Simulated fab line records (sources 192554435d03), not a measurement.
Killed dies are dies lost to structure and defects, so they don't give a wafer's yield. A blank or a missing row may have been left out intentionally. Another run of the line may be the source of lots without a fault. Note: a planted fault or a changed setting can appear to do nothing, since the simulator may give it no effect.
The tool behind it: which one? -- flow n5-finfet -- 66 wafers from 22 lots sampled at 3 of the route's 1938 steps

## WHAT EACH GAUGE READ, for each wafer
N5_HKMG_FIN_INSPECT_61: inspects for defects (macro). Usual: raw-defect-count 2.0, standard deviation 1.5.
lot,measured,on,raw-defect-count,flag
L074,day 4 02:07,defect-inspect-01,1 2 1,
L076,day 4 12:45,defect-inspect-02,2 2 1,
L077,day 4 19:38,defect-inspect-02,4 2 2,
L078,day 5 03:46,defect-inspect-02,1 4 2,
L079,day 5 17:14,defect-inspect-02,3 1 1,
L080,day 5 18:38,defect-inspect-02,2 0 2,
L081,day 6 00:14,defect-inspect-02,1 1 2,
L082,day 6 01:04,defect-inspect-02,5 1 1,
L083,day 6 07:53,defect-inspect-02,1 1 3,
L085,day 6 19:06,defect-inspect-01,3 3 2,
L086,day 7 01:14,defect-inspect-02,5 1 1,
L087,day 7 05:02,defect-inspect-02,3 5 3,
L088,day 7 14:14,defect-inspect-02,2 2 0,
L089,day 8 00:24,defect-inspect-02,1 2 0,
L090,day 8 08:22,defect-inspect-02,7 3 0,
L092,day 8 12:05,defect-inspect-01,5 2 5,
L091,day 8 12:23,defect-inspect-02,2 3 0,
L093,day 8 18:48,defect-inspect-01,0 4 0,
L094,day 9 04:42,defect-inspect-02,1 3 1,
L095,day 9 14:38,defect-inspect-02,1 1 1,
L097,day 10 02:05,defect-inspect-02,1 2 2,
L096,day 10 05:17,defect-inspect-02,4 1 3,

## EACH LOT AND THE TOOL THAT RAN IT (in order: tool; ch and the chambers of the sampled wafers; start)
lot,N5_SD_EPI_P_ETCH_47,N5_SDB_DESCUM_16
L074,"rie-diel-05 ch 0,1,3, day 3 08:49","rie-diel-03 ch 0,1,3, day 3 20:32"
L076,"rie-diel-04 ch 2,3, day 3 20:04","rie-diel-06 ch 0,2,3, day 4 07:18"
L077,"rie-diel-01 ch 0,1,2, day 4 02:53","rie-diel-03 ch 0,1,3, day 4 13:37"
L078,"rie-diel-04 ch 1,3, day 4 10:30","rie-diel-02 ch 1,3, day 4 22:20"
L079,"rie-diel-04 ch 1,3, day 4 20:25","rie-diel-03 ch 1,2,3, day 5 09:55"
L080,"rie-diel-01 ch 0,1,3, day 4 22:32","rie-diel-02 ch 0,1,3, day 5 11:29"
L081,"rie-diel-01 ch 1,2, day 5 05:49","rie-diel-03 ch 0,2, day 5 18:17"
L082,"rie-diel-05 ch 1,2,3, day 5 07:53","rie-diel-02 ch 0,2,3, day 5 19:40"
L083,"rie-diel-05 ch 0,2,3, day 5 14:11","rie-diel-03 ch 0,1,3, day 6 01:30"
L085,"rie-diel-04 ch 0,3, day 6 02:52","rie-diel-06 ch 1,3, day 6 13:39"
L086,"rie-diel-01 ch 0,3, day 6 07:02","rie-diel-03 ch 1,3, day 6 19:52"
L087,"rie-diel-05 ch 0,1,2, day 6 12:23","rie-diel-02 ch 0,2,3, day 6 23:12"
L088,"rie-diel-05 ch 0,1,2, day 6 20:14","rie-diel-06 ch 1,2,3, day 7 08:53"
L089,"rie-diel-05 ch 1,3, day 7 07:19","rie-diel-06 ch 2,3, day 7 18:58"
L090,"rie-diel-04 ch 0,1, day 7 16:13","rie-diel-06 ch 0,1,3, day 8 02:55"
L092,"rie-diel-05 ch 0,1,3, day 7 18:25","rie-diel-06 ch 0,1,2, day 8 05:25"
L091,"rie-diel-04 ch 0,1,3, day 7 18:28","rie-diel-02 ch 0,1,3, day 8 07:01"
L093,"rie-diel-04 ch 1,2,3, day 8 01:47","rie-diel-06 ch 1,2,3, day 8 13:20"
L094,"rie-diel-04 ch 0,1,3, day 8 11:43","rie-diel-02 ch 1,2, day 8 22:59"
L095,"rie-diel-05 ch 0,1,2, day 8 21:17","rie-diel-02 ch 0,1,3, day 9 08:28"
L097,"rie-diel-04 ch 0,1,2, day 9 08:59","rie-diel-06 ch 0,3, day 9 20:37"
L096,"rie-diel-01 ch 2,3, day 9 12:15","rie-diel-06 ch 0,2,3, day 9 23:40"
- N5_SD_EPI_P_ETCH_47: etches SiOCN in CH3F/O2, target depth 25 nm.
- N5_SDB_DESCUM_16: chemistry O2, time 7.9 s.

## WHAT THE TOOLS THEMSELVES READ (means of the sampled wafers that have a number; where no wafer has one, the mark that the record gives instead)
N5_SD_EPI_P_ETCH_47. Usual: drypump-motor-current-A 5.7 A, standard deviation 0.33; oes-product-au 0.75 a.u., standard deviation 0.082; rf-vpp-V 127.2 V, standard deviation 2.7; showerhead-plenum-p-Torr 2.02 Torr, standard deviation 0.061; throttle-valve-pct 16.35 %, standard deviation 0.28.
lot,tool,drypump-motor-current-A (A),oes-product-au (a.u.),rf-vpp-V (V),showerhead-plenum-p-Torr (Torr),throttle-valve-pct (%),flag
L074,rie-diel-05,5.4,0.72,124.7,1.98,16.40,
L076,rie-diel-04,6.1,0.70,128.5,2.00,16.29,
L077,rie-diel-01,5.4,0.78,128.2,2.01,16.41,
L078,rie-diel-04,6.2,0.72,130.8,2.06,16.50,
L079,rie-diel-04,6.2,0.71,130.7,2.06,16.50,
L080,rie-diel-01,5.5,0.80,128.7,1.98,16.16,
L081,rie-diel-01,5.4,0.73,129.9,1.99,16.62,
L082,rie-diel-05,5.5,0.73,125.4,2.00,16.30,
L083,rie-diel-05,5.6,0.80,126.5,2.05,16.37,
L085,rie-diel-04,5.7,0.71,125.5,2.07,16.53,
L086,rie-diel-01,5.5,0.77,127.2,1.95,16.13,
L087,rie-diel-05,5.5,0.81,125.4,2.05,16.22,
L088,rie-diel-05,5.5,0.81,125.6,2.05,16.24,
L089,rie-diel-05,5.5,0.70,126.7,2.00,16.36,
L090,rie-diel-04,6.1,0.71,129.3,2.06,16.52,
L092,rie-diel-05,5.4,0.78,126.8,2.05,16.30,
L091,rie-diel-04,5.9,0.69,128.6,2.06,16.55,
L093,rie-diel-04,6.1,0.77,128.7,2.02,16.27,
L094,rie-diel-04,5.9,0.69,128.7,2.06,16.55,
L095,rie-diel-05,5.5,0.78,125.1,2.05,16.26,
L097,rie-diel-04,6.0,0.75,128.2,2.02,16.27,
L096,rie-diel-01,5.5,0.70,129.3,1.95,16.61,

N5_SDB_DESCUM_16. Usual: drypump-motor-current-A 5.6 A, standard deviation 0.55; oes-product-au 0.83 a.u., standard deviation 0.072; rf-vpp-V 243.1 V, standard deviation 1.3; showerhead-plenum-p-Torr 2.09 Torr, standard deviation 0.065; throttle-valve-pct 20.39 %, standard deviation 0.24.
lot,tool,drypump-motor-current-A (A),oes-product-au (a.u.),rf-vpp-V (V),showerhead-plenum-p-Torr (Torr),throttle-valve-pct (%),flag
L074,rie-diel-03,5.9,0.90,243.5,2.16,20.04,
L076,rie-diel-06,6.1,0.88,242.8,2.07,20.42,
L077,rie-diel-03,5.8,0.87,244.0,2.16,20.05,
L078,rie-diel-02,5.3,0.84,244.7,2.16,20.47,
L079,rie-diel-03,5.9,0.89,243.1,2.13,20.07,
L080,rie-diel-02,5.3,0.81,243.9,2.11,20.44,
L081,rie-diel-03,5.6,0.90,244.8,2.17,19.97,
L082,rie-diel-02,5.3,0.83,243.3,2.11,20.53,
L083,rie-diel-03,5.9,0.84,243.7,2.15,20.08,
L085,rie-diel-06,6.0,0.79,241.9,2.10,20.64,
L086,rie-diel-03,6.1,0.86,243.1,2.12,20.14,
L087,rie-diel-02,5.3,0.82,243.7,2.11,20.55,
L088,rie-diel-06,5.6,0.79,244.0,2.06,20.55,
L089,rie-diel-06,6.2,0.80,243.8,2.09,20.51,
L090,rie-diel-06,5.9,0.81,242.1,2.06,20.60,
L092,rie-diel-06,5.5,0.81,242.3,2.03,20.49,
L091,rie-diel-02,5.3,0.78,242.9,2.10,20.48,
L093,rie-diel-06,5.6,0.78,242.3,2.06,20.56,
L094,rie-diel-02,5.1,0.89,242.2,2.04,20.53,
L095,rie-diel-02,5.3,0.78,243.7,2.10,20.49,
L097,rie-diel-06,6.5,0.80,243.1,2.09,20.57,
L096,rie-diel-06,6.1,0.81,242.0,2.05,20.48,

## THE ANSWER, worked out from the rows above alone
Rule: take the mean of a lot's wafers that have a number; if it is more than 3 standard deviations from the usual mean, the lot is off. Also off: a lot with no number at a reading for which 4 or more lots have one. The other lots that the step has rows for count as sound. The gauges are gone through in route order, then the tools' own readings, and for those a lot's mean is taken as printed above. The first step at which some lot is off is used, and at that step the reading that is off furthest; a lot without a number counts as furthest.
Nothing can be told from this: no lot is off at any reading shown.

## WHAT THE SIMULATOR PUT IN
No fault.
